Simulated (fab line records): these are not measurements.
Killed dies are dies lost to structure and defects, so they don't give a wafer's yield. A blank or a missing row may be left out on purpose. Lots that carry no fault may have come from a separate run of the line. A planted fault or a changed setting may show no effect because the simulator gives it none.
Matching of chambers -- flow nandHarc -- NHARC_THIN_TSV_DEP_43 on pecvd-04 has 3 sister chambers
The step deposits SiO2, target thk 1328.5 nm. 3 wafers are shown with their chamber, then 7 later ones without.

## WAFERS, EACH WITH ITS CHAMBER
wafer,chamber,throttleValvePct (%)
L232.6,2,15.8
L233.1,1,16.5
L233.5,0,14.9

## WAFERS WHOSE CHAMBER IS MISSING
wafer,throttleValvePct (%)
L233.6,16.5
L245.3,16.4
L245.4,16.3
L245.5,16.4
L248.1,16.0
L248.3,15.2
L248.6,16.1

## THE CHAMBER EACH PASSED THROUGH
wafer,from the rows above,in truth
L233.6,1,1
L245.3,1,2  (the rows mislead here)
L245.4,can't be placed: 1 or 2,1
L245.5,1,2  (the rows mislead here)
L248.1,can't be placed: 2 or 1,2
L248.3,can't be placed: 0 or 2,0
L248.6,can't be placed: 2 or 1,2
Placed correctly: 1 of 7. Cannot be placed on the basis of these rows: 4; the candidates contain the true chamber in 4. Wrongly placed: 2.
How it was worked out, from the rows above alone: a wafer's distance from a chamber is the root of the sum, over the readings, of the square of ((its reading less the chamber's mean) divided by the reading's scatter). The wafer belongs to the nearest chamber; if the next one is less than 2 further off, it can't be placed. A chamber's mean is the mean of its shown wafers. The scatter: root of mean squared gap, hidden wafer to nearest shown wafer, with one shown wafer a chamber.
